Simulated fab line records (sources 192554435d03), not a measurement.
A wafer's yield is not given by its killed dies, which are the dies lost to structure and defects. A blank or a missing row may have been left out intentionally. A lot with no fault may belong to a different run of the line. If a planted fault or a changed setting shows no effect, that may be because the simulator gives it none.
2 desks, one fault :: flow n5Finfet :: every desk sees just its own numbers, and what lay behind them comes last

== THE METROLOGY DESK ==
Means of the sampled wafers that have a number, per lot and without regard to the tool the lot ran on: this is what the gauges read. If a lot's mean is further than 4 standard deviations from the usual mean, the lot is out of limits and carries the mark OUT (the distance appears in the brackets). Of its 10 readings 7 are shown: those that lie furthest out on some lot.
Columns: A = DIBL_N at N5_BEOL_M4_RC_MEAS_101, usual 36.5 mV/V; B = DIBL_P at N5_BEOL_M4_RC_MEAS_101, usual 36.6 mV/V; C = IOFF_P at N5_BEOL_M4_RC_MEAS_101, usual 0.21 nA/um; D = ION_N at N5_BEOL_M4_RC_MEAS_101, usual 674 uA/um; E = ION_P at N5_BEOL_M4_RC_MEAS_101, usual 460 uA/um; F = SS_N at N5_BEOL_M4_RC_MEAS_101, usual 71.6 mV/dec; G = VT_P at N5_BEOL_M4_RC_MEAS_101, usual -250 mV
lot: L853
first seen here: day 7 20:03
A: 35.6
B: 36.5
C: 0.18
D: 671
E: 452
F: 71.8
G: -253

lot: L852
first seen here: day 8 10:10
A: 34.4
B: 33.0
C: 0.20
D: 681
E: 470
F: 71.0
G: -249

lot: L858
first seen here: day 9 12:04
A: 36.1
B: 36.9
C: 0.22
D: 685
E: 467
F: 72.4
G: -249

lot: L859
first seen here: day 9 18:33
A: 36.0
B: 36.3
C: 0.26
D: 696
E: 482
F: 71.5
G: -243

lot: L867
first seen here: day 12 01:44
A: 36.8
B: 37.6
C: 0.21
D: 677
E: 462
F: 71.4
G: -250

lot: L871
first seen here: day 12 22:46
A: 35.8
B: 35.2
C: 0.17
D: 676
E: 458
F: 71.2
G: -254

lot: L872
first seen here: day 13 01:34
A: 35.8
B: 35.9
C: 0.20
D: 668
E: 455
F: 71.5
G: -254

lot: L870
first seen here: day 13 01:41
A: 38.6
B: 39.3
C: 0.25
D: 676
E: 465
F: 71.9
G: -250

lot: L873
first seen here: day 13 07:11
A: 35.5
B: 36.3
C: 0.23
D: 674
E: 466
F: 71.6
G: -246

lot: L874
first seen here: day 13 16:08
A: 37.4
B: 36.8
C: 0.23
D: 664
E: 460
F: 71.6
G: -249
Finding of this desk: none of the 10 lots has anything out of limits.

== TOOL OWNER'S DESK, cvdCo-02 ==
The tool's own readings at N5_BEOL_M4_CO_CAP_55 (material Co, precursor CCTBA/H2, target thk 2 nm, time 102.1 s): means of the sampled wafers that have a number, for each lot that ran on this tool. If a lot's mean is further than 4 standard deviations from the usual mean, the lot is out of limits and carries the mark OUT (the distance appears in the brackets).
Columns: A = heaterPowerW at N5_BEOL_M4_CO_CAP_55, usual 239 W; B = runLengthS at N5_BEOL_M4_CO_CAP_55, usual 125.1 s; C = susceptorTempC at N5_BEOL_M4_CO_CAP_55, usual 200.03 C
lot: L853
first seen here: day 7 18:57
A: 232
B: 125.2
C: 199.95

lot: L852
first seen here: day 8 09:46
A: 230
B: 125.2
C: 199.68

lot: L858
first seen here: day 9 11:32
A: 232
B: 111.0 (-35) OUT
C: 199.93

lot: L859
first seen here: day 9 18:00
A: 231
B: 111.4 (-34) OUT
C: 199.93

lot: L871
first seen here: day 12 22:25
A: 230
B: 125.3
C: 200.16

lot: L870
first seen here: day 13 01:00
A: 232
B: 125.3
C: 200.08

lot: L872
first seen here: day 13 01:19
A: 235
B: 125.2
C: 200.06
This desk's verdict: out of limits on L858, L859, starting with L858 at day 9 11:32 (runLengthS at N5_BEOL_M4_CO_CAP_55). Within limits: L853, L852, L871, L870, L872.

== BROUGHT TOGETHER ==
An alarm could have come from the tool owner's desk at day 9 11:32, on L858, L859.
The metrology desk saw nothing out of limits.
The metrology desk holds a record of L858, L859, inside its limits.
The lots listed all ran N5_BEOL_M4_CO_CAP_55 on cvdCo-02.

== WHAT HAD BEEN PUT IN BY THE SIMULATOR ==
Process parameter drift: cvdCo-02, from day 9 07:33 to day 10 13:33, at N5_BEOL_M4_CO_CAP_55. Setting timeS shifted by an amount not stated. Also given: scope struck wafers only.
Shown lots that were struck: L858, L859.
Time in hours from fault onset to the first out-of-limits reading at each desk: the tool owner's desk, 4.
